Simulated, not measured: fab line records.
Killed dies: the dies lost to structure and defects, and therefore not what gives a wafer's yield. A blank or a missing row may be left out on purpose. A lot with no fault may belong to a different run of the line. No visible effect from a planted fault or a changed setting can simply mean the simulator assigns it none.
Split-lot experiment -- flow n5-finfet -- 39 wafers read from 7 lots, route of 1938 steps

ON THE SPLIT
At N5_BEOL_M12_SPUTTER_44 (material Ta, target thk 10 nm, time 16.13 s), the setting target-thk-a was moved away from the recipe's 100 angstrom on 9 of the 39 wafers read, by -28.5% to +44.0%. The other wafers ran this setting at the recipe's value.

FROM THE SPLIT TO THE READING: what the file shows between them, 3 steps
- N5_BEOL_M12_SPUTTER_45: material Cu, target thk 80 nm, time 13.33 s
- N5_BEOL_M12_ECD_47: material Cu, target thk 720 nm
- N5_BEOL_M12_ANNEAL_48: time 90 s

THE READING
barrier-field-endpoint-s, in s, at N5_BEOL_M12_CMP_49 (polishes, stops on SiOC, t overpolish 20.6 s, target thk 320 nm). A value of 30.2 s with a standard deviation of 0.69 s is what fault-free wafers of this fab line usually give.

wafer,"tool, chamber at the split","target-thk-a as run, angstrom",against the recipe,"barrier-field-endpoint-s, s",against lot-mates on the recipe
L074.3,"pvd-sputter-02, -",100,recipe,30.4,-
L074.4,"pvd-sputter-02, -",100,recipe,30.0,-
L074.5,"pvd-sputter-02, -",100,recipe,29.9,-
L078.3,"pvd-sputter-03, -",100,recipe,29.8,-
L078.2,"pvd-sputter-03, -",71.48,-28.5%,26.2,-3.8
L078.1,"pvd-sputter-03, -",100,recipe,29.7,-
L078.4,"pvd-sputter-03, -",71.48,-28.5%,28.0,-2.0
L078.5,"pvd-sputter-03, -",71.48,-28.5%,25.9,-4.1
L078.6,"pvd-sputter-03, -",100,recipe,30.4,-
L085.1,"pvd-sputter-02, -",144,+44.0%,35.1,+5.3
L085.4,"pvd-sputter-02, -",100,recipe,29.0,-
L085.2,"pvd-sputter-02, -",100,recipe,30.1,-
L085.3,"pvd-sputter-02, -",144,+44.0%,34.7,+4.9
L085.5,"pvd-sputter-02, -",144,+44.0%,34.8,+5.0
L085.6,"pvd-sputter-02, -",100,recipe,30.2,-
L090.1,"pvd-sputter-01, -",100,recipe,30.2,-
L090.3,"pvd-sputter-01, -",100,recipe,30.3,-
L090.4,"pvd-sputter-01, -",100,recipe,30.9,-
L090.2,"pvd-sputter-01, -",100,recipe,29.5,-
L090.5,"pvd-sputter-01, -",100,recipe,29.5,-
L090.6,"pvd-sputter-01, -",100,recipe,31.6,-
L096.2,"pvd-sputter-03, -",100,recipe,31.2,-
L096.3,"pvd-sputter-03, -",100,recipe,30.3,-
L096.4,"pvd-sputter-03, -",100,recipe,29.8,-
L096.1,"pvd-sputter-03, -",100,recipe,29.6,-
L096.5,"pvd-sputter-03, -",100,recipe,30.1,-
L096.6,"pvd-sputter-03, -",100,recipe,30.0,-
L094.2,"pvd-sputter-02, -",100,recipe,31.2,-
L094.1,"pvd-sputter-02, -",100,recipe,29.7,-
L094.4,"pvd-sputter-02, -",100,recipe,30.2,-
L094.3,"pvd-sputter-02, -",100,recipe,29.8,-
L094.5,"pvd-sputter-02, -",100,recipe,30.9,-
L094.6,"pvd-sputter-02, -",100,recipe,29.8,-
L097.4,"pvd-sputter-02, -",100,recipe,28.3,-
L097.3,"pvd-sputter-02, -",126.4,+26.4%,32.4,+3.2
L097.2,"pvd-sputter-02, -",126.4,+26.4%,31.7,+2.5
L097.1,"pvd-sputter-02, -",100,recipe,30.4,-
L097.6,"pvd-sputter-02, -",100,recipe,28.9,-
L097.5,"pvd-sputter-02, -",126.4,+26.4%,32.0,+2.8

FIT RESULTS
A straight line over all 39 wafers: barrier-field-endpoint-s changes by +0.105 s for each +1% of target-thk-a; r = +0.92; the points scatter about the line by 0.72 s.
The same after taking each lot's own level away (the mean of its wafers on the recipe; 39 wafers): +0.114 s for each +1%; r = +0.95; scatter 0.61 s.
Per that fit: largest target-thk-a move, reading shift of 5 s.
Measured against the standard deviation above, the lots' own levels, which go from 29.20 to 30.33 s, span 1.6 times it.
The two slopes agree, so the slope changes little with the lot-to-lot level.
Check: with one of the wafers moved furthest among these (+44.0%) left out of the fit, the line predicts +4.93 s for it against its lot-mates. It came out at +5.33 s against them.

THE WHOLE CHAIN: every reading that the file lists as answering this split, in the file's order
step,what it does,reading,change (the file's fit),r (the file's)
N5_BEOL_M12_SPUTTER_44,"material Ta, target thk 10 nm, time 16.13 s","Ta_of_BEOL_M12_SPUTTER_44.thk-nm (the simulator's own value, which no gauge read)",+0.102 nm for each +1% of the setting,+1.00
N5_BEOL_M12_CMP_49,"polishes, stops on SiOC, t overpolish 20.6 s, target thk 320 nm",barrier-field-endpoint-s,+0.114 s for each +1% of the setting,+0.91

FILE'S OWN FIT
barrier-field-endpoint-s changes by +0.114 s for each +1% of target-thk-a, r = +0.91.
